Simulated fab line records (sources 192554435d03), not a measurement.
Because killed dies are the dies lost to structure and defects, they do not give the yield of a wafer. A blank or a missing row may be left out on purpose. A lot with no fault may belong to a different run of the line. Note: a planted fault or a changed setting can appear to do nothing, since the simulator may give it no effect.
Matching of chambers ; flow n5-finfet ; 4 sister chambers for N5_BEOL_M2_ALD_98 on ald-sin-03
The step deposits SiO2, target thk 2.5 nm, pulse time 1 s, co reactant pulse time 1 s. 4 wafers are shown with their chamber, then 12 later ones without.

## WAFERS WITH THEIR CHAMBER
wafer;chamber;heater-power-w (W)
L088.1;0;84
L091.1;1;80
L091.2;3;84
L091.3;2;88

## WAFERS WHOSE CHAMBER IS MISSING
wafer;heater-power-w (W)
L091.4;82
L091.5;82
L091.6;83
L090.1;81
L090.4;84
L090.6;82
L094.2;80
L094.3;83
L094.4;84
L097.3;83
L097.4;81
L097.5;87

## EACH ONE'S CHAMBER
wafer;from the rows above;in truth
L091.4;can't be placed: 0 or 1 or 3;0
L091.5;can't be placed: 0 or 1 or 3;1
L091.6;can't be placed: 0 or 3 or 1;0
L090.1;can't be placed: 1 or 0 or 3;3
L090.4;can't be placed: 0 or 3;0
L090.6;can't be placed: 0 or 1 or 3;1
L094.2;1;1
L094.3;can't be placed: 0 or 3 or 1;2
L094.4;can't be placed: 0 or 3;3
L097.3;can't be placed: 0 or 3 or 1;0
L097.4;can't be placed: 1 or 0 or 3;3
L097.5;can't be placed: 2 or 0 or 3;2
1 of 12 placed correctly. These rows do not allow placing 11 (true chamber among the candidates in 10). Number placed wrongly: 0.
How it was worked out, from the rows above alone: a wafer's distance from a chamber is the root of the sum, over the readings, of the square of ((its reading less the chamber's mean) divided by the reading's scatter). If the next closest chamber is less than 2 further off than the closest, the wafer can't be placed; otherwise it belongs to the closest. For every chamber, the mean is computed from those of its wafers that are shown. The scatter (one wafer shown for each chamber): square how far every hidden wafer sits from the nearest shown wafer, average those squares and take the square root.
